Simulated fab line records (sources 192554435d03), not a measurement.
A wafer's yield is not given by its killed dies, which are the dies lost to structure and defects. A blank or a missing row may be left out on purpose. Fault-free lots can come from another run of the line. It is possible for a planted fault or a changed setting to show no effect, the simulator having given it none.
Lot-split experiment | flow n5Finfet | 21 wafers read from 7 lots, route of 1938 steps

== ABOUT THE SPLIT ==
At N5_BEOL_M15_EXPOSE_07 (exposes mask V14), the setting doseMj was moved away from the recipe's 41.25 on 11 of the 21 wafers read, by -6.3% to +6.7%. For the rest of the wafers, this setting stayed at what the recipe calls for.

== FROM THE SPLIT TO THE READING: what the file shows between them, 6 steps ==
- N5_BEOL_M15_PEB_08: peb time 90 s
- N5_BEOL_M15_DEVELOP_09: develop time 45 s
- N5_BEOL_M15_HARDBAKE_14: time 120 s
- N5_BEOL_M15_CD_MEAS_10: target cd 360 nm
- N5_BEOL_M15_STRIP_65: strips in post etch residue remover, time 60 s
- N5_BEOL_M15_SRD_66: time 30 s, dry time 30 s

== THE READING ==
Shown in nm: cdNm at N5_BEOL_M15_CD_MEAS_17, with target cd 360 nm. Typical for fault-free wafers on this fab line: 359.8 nm, with standard deviation 2.4 nm.

wafer  | tool, chamber at the split | doseMj as run | against the recipe | cdNm, nm | against lot-mates on the recipe
L074.3 | krfScanner-02, 0           | 41.25         | recipe             | 360.3    | -
L074.5 | krfScanner-02, 0           | 41.25         | recipe             | 360.1    | -
L074.6 | krfScanner-02, 0           | 41.25         | recipe             | 361.7    | -
L076.1 | krfScanner-02, 0           | 40.07         | -2.9%              | 352.6    | no lot-mate on the recipe
L076.3 | krfScanner-02, 0           | 40.07         | -2.9%              | 356.7    | no lot-mate on the recipe
L076.5 | krfScanner-02, 0           | 40.07         | -2.9%              | 357.9    | no lot-mate on the recipe
L080.1 | krfScanner-02, 0           | 42.63         | +3.3%              | 361.9    | +5.3
L080.3 | krfScanner-02, 0           | 41.25         | recipe             | 356.6    | -
L080.4 | krfScanner-02, 0           | 42.63         | +3.3%              | 362.7    | +6.1
L083.1 | krfScanner-02, 0           | 43.17         | +4.7%              | 366.1    | +9.5
L083.4 | krfScanner-02, 0           | 41.25         | recipe             | 356.6    | -
L083.5 | krfScanner-02, 0           | 43.17         | +4.7%              | 367.0    | +10.4
L087.1 | krfScanner-01, 0           | 41.25         | recipe             | 361.9    | -
L087.5 | krfScanner-01, 0           | 44.03         | +6.7%              | 371.3    | +9.8
L087.6 | krfScanner-01, 0           | 41.25         | recipe             | 361.1    | -
L090.1 | krfScanner-01, 0           | 42.77         | +3.7%              | 365.3    | +6.7
L090.5 | krfScanner-01, 0           | 41.25         | recipe             | 358.0    | -
L090.6 | krfScanner-01, 0           | 41.25         | recipe             | 359.2    | -
L093.2 | krfScanner-02, 0           | 38.66         | -6.3%              | 350.8    | -7.9
L093.4 | krfScanner-02, 0           | 38.66         | -6.3%              | 349.7    | -9.0
L093.6 | krfScanner-02, 0           | 41.25         | recipe             | 358.7    | -

THE FIT
A straight line over all 21 wafers: cdNm changes by +1.46 nm for each +1% of doseMj; r = +0.94; the points scatter about the line by 1.8 nm.
The same after taking each lot's own level away (the mean of its wafers on the recipe; 18 wafers): +1.58 nm for each +1%; r = +0.98; scatter 1.1 nm.
The reading moves by 11 nm for the largest change in doseMj, on that fit.
Measured against the standard deviation above, the lots' own levels, which go from 356.60 to 361.50 nm, span 2.0 times it.
Consequently the slope shifts little with the lot-to-lot level, the two slopes agreeing.
Check: for one of the wafers moved furthest among these (+6.7%), held out of the fit, the line's prediction against its lot-mates is +11.5 nm. Against them it came out at +9.8 nm.

== FURTHER SPLITS ON THESE WAFERS ==
Note: prior to the reading, these wafers also went through further splits. Each is held against what the fit with the lots' levels taken away leaves over:
other split on the same wafers | wafers away from the commonest value | r with cdNm (lot level and that fit taken away)
N5_BEOL_M9_STRIP_19 powerW     | 9                                    | +0.06
N5_BEOL_M11_PECVD_70 timeS     | 7                                    | -0.14
N5_BEOL_M11_EXPOSE_08 doseMj   | 6                                    | -0.27
N5_BEOL_M11_EXPOSE_25 doseMj   | 5                                    | +0.37
N5_BEOL_M11_ETCH_66 timeS      | 8                                    | -0.09
N5_BEOL_M13_COAT_65 spinRpm    | 8                                    | +0.21

== THE WHOLE CHAIN: every reading that the file lists as answering this split, in the file's order ==
step                   | what it does     | reading | change (the file's fit)              | r (the file's)
N5_BEOL_M15_CD_MEAS_10 | target cd 360 nm | cdNm    | +1.65 nm for each +1% of the setting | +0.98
N5_BEOL_M15_CD_MEAS_17 | target cd 360 nm | cdNm    | +1.59 nm for each +1% of the setting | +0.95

== FILE'S OWN FIT ==
cdNm changes by +1.59 nm for each +1% of doseMj, r = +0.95.
